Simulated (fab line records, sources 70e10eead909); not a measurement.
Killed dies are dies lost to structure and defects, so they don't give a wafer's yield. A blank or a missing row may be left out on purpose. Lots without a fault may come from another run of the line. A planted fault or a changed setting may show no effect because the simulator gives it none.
Chamber matching | flow nand_harc | NHARC_A_STAIRCASE_DESCUM_443 on rie_diel-11: 4 sister chambers
The step chemistry O2, time 3 s. 4 wafers are shown with their chamber, then 8 later ones without.

WAFERS WITH THEIR CHAMBER
wafer  | chamber | drypump_motor_current_A (A)
L082.5 | 2       | 5.6
L083.1 | 1       | 6.4
L083.6 | 0       | 6.1
L088.3 | 3       | 5.4

WAFERS WITHOUT THEIR CHAMBER
wafer  | drypump_motor_current_A (A)
L088.5 | 6.1
L088.6 | 5.4
L093.1 | 6.1
L093.2 | 6.4
L093.3 | 5.6
L093.4 | 5.3
L093.5 | 5.7
L093.6 | 5.3

WHICH CHAMBER EACH WENT THROUGH
wafer  | from the rows above | in truth
L088.5 | 0                   | 0
L088.6 | 3                   | 3
L093.1 | 0                   | 0
L093.2 | 1                   | 1
L093.3 | 2                   | 2
L093.4 | 3                   | 3
L093.5 | 2                   | 2
L093.6 | 3                   | 3
Placed correctly: 8 of 8. Can't be placed from these rows: 0. Placed wrongly: 0.
How it was worked out, from the rows above alone: a wafer's distance from a chamber is the root of the sum, over the readings, of the square of ((its reading less the chamber's mean) divided by the reading's scatter). The wafer belongs to the nearest chamber; if the next one is less than 2 further off, it can't be placed. A chamber's mean is the mean of its shown wafers. The scatter: with one shown wafer a chamber, the root of the mean of the squares of how far each hidden wafer lies from its nearest shown one.
